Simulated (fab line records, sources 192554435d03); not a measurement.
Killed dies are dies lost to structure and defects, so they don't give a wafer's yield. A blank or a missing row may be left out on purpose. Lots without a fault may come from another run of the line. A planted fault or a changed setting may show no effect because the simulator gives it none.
fab line records | flow n5_finfet
record lots=7 wafers=39
route steps=1938 shown DUMMY_GATE@246 GATE_CUT@469
start_h: hours from the record's first day to the start of the lot's first wafer shown | wait_h: hours since the lot's step before | " the same as in the row above | L1.1+2: a row that stands for several wafers | - no value, or no start given | * or withheld: withheld | < > ~ a bound
route shown NAME@n: a module of which the file shows steps, and the number in the route of the first | usual: mean/standard deviation of fault-free wafers | same: alike in all rows | chamber/n: place in a boat | sites: the reading at each site | _std_site: their standard deviation | _edge_site: outer sites' mean less inner sites' | radius_mm: how far each site lies from the wafer's centre | mask NAME#n: copy n | behind: the tool/chamber that last shaped the wafer | hold: why the lot was held/for how many hours/how that ended | device: the transistor (n, p or np) that didn't switch | end of line: the same wafers' tests at the end of the route | a step without rows: its recipe alone | killed: dies lost to structure and defects at the first sort, not the wafer's yield | map: a wafer's dies, x killed, . not, _ none there
set.NAME: the setting as run; set.NAME@STEP: as run at that earlier step | model.NAME: the simulator's own value behind a step, which no gauge read
lots whose settings were changed on purpose; a table a step, a row a wafer
## steps
# step N5_DUMMY_GATE_ETCH_32
# recipe chemistry=CF4 target=SiO2 target_depth_a=35 time_s=3.9 ion_energy_ev=350 pressure_mtorr=10 icp_w=800 bias_w=400 cf4_flow_sccm=80
# columns lot.wafer tool chamber start_h wait_h set.time_s model.etch.depth_nm
L074.1 rie_si-04 3 48.95 0.1 3.9 3.353
L074.2 " 1 " " 4.68 4.14
L074.3 " 0 " " 4.68 4.175
L074.4 " 2 " " 3.9 3.58
L074.5 " 1 " " 4.68 4.135
L074.6 " 2 " " 3.9 3.617
L077.1 rie_si-05 0 65.52 0.1 3.9 3.565
L077.2 " 3 " " 3.9 3.554
L077.3 " 1 " " 3.9 3.542
L077.4 " 2 " " 3.9 3.703
L077.5 " 2 " " 3.9 3.726
L077.6 " 1 " " 3.9 3.481
L080.1 rie_si-05 3 81.74 0.1 4.298 3.981
L080.2 " 2 " " 4.298 4.096
L080.3 " 1 " " 3.9 3.535
L080.4 " 0 " " 3.9 3.549
L080.5 " 2 " " 4.298 4.105
L080.6 " 3 " " 3.9 3.625
L081.1 rie_si-04 2 90.23 0.1 3.9 3.59
L081.2 " 3 " " 3.9 3.369
L081.3 " 0 " " 3.9 3.444
L081.4 " 0 " " 3.9 3.415
L081.5 " 2 " " 3.9 3.568
L081.6 " 3 " " 3.9 3.308
L084.1 rie_si-05 0 106.96 0.1 3.189 2.891
L084.2 " 2 " " 3.189 3.018
L084.3 " 3 " " 3.189 2.937
L084.4 " 1 " " 3.9 3.488
L084.5 " 2 " " 3.9 3.676
L084.6 " 3 " " 3.9 3.599
L090.2 rie_si-04 2 153.18 0.1 3.9 3.617
L090.3 " 1 " " 3.9 3.368
L090.4 " 3 " " 3.9 3.3
L092.1 rie_si-04 3 161.15 0.1 4.501 3.821
L092.2 " 0 " " 4.501 3.991
L092.3 " 1 " " 3.9 3.391
L092.4 " 2 " " 3.9 3.611
L092.5 " 2 " " 4.501 4.157
L092.6 " 1 " " 3.9 3.376
# step N5_GATE_CUT_ETCH_58
# recipe chemistry=CH3F/O2 target=SiNx target_depth_a=170 time_s=128.6 ion_energy_ev=50 pressure_mtorr=30 source_w=415 bias_w=21 Ar_flow_sccm=150 CH3F_flow_sccm=30 O2_flow_sccm=20
# columns lot.wafer tool chamber start_h wait_h set.time_s model.etch.depth_nm
L074.1 rie_diel-03 3 82.83 0.0 152.1 19.04
L074.2 " 2 " " 128.6 16.33
L074.3 " 0 " " 152.1 20
L074.4 " 1 " " 152.1 20.03
L074.5 " 0 " " 128.6 16.89
L074.6 " 1 " " 128.6 17.1
L077.1 rie_diel-03 1 97.78 0.0 128.6 17.06
L077.2 " 2 " " 128.6 16.41
L077.3 " 0 " " 99.47 13.02
L077.4 " 3 " " 99.47 12.6
L077.5 " 1 " " 99.47 13.12
L077.6 " 0 " " 128.6 16.86
L080.1 rie_diel-03 3 118.74 0.0 146 18.44
L080.2 " 2 " " 146 18.78
L080.3 " 0 " " 128.6 16.97
L080.4 " 1 " " 128.6 17.05
L080.5 " 2 " " 128.6 16.45
L080.6 " 3 " " 146 18.48
L081.1 rie_diel-03 1 122.24 0.1 114.8 15.18
L081.2 " 2 " " 128.6 16.48
L081.3 " 0 " " 128.6 16.85
L081.4 " 3 " " 114.8 14.49
L081.5 " 1 " " 114.8 15.19
L081.6 " 2 " " 128.6 16.43
L084.1 rie_diel-02 1 139.40 0.0 128.6 16.82
L084.2 " 0 " " 142 17.95
L084.3 " 2 " " 128.6 16.58
L084.4 " 3 " " 128.6 17.09
L084.5 " 3 " " 142 18.8
L084.6 " 0 " " 142 18.02
L090.2 rie_diel-03 2 185.15 0.2 128.6 17.17
L090.3 " 3 " " 128.6 16.37
L090.4 " 1 " " 128.6 17.16
L092.1+5 rie_diel-06 1,0 193.73 0.0 128.6 17.34
L092.2 " 2 " " 158.9 20.08
L092.3 " 0 " " 158.9 21.43
L092.4 " 3 " " 158.9 21.26
L092.6 " 1 " " 128.6 17.42
## key
split step=N5_DUMMY_GATE_ETCH_32 setting=time_s stated=3.9 by=wafer
response step=N5_DUMMY_GATE_ETCH_32 reading=model.etch.depth_nm change=+0.0349 per=1% r=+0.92
split step=N5_GATE_CUT_ETCH_58 setting=time_s stated=128.6 by=wafer
response step=N5_GATE_CUT_ETCH_58 reading=model.etch.depth_nm change=+0.155 per=1% r=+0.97
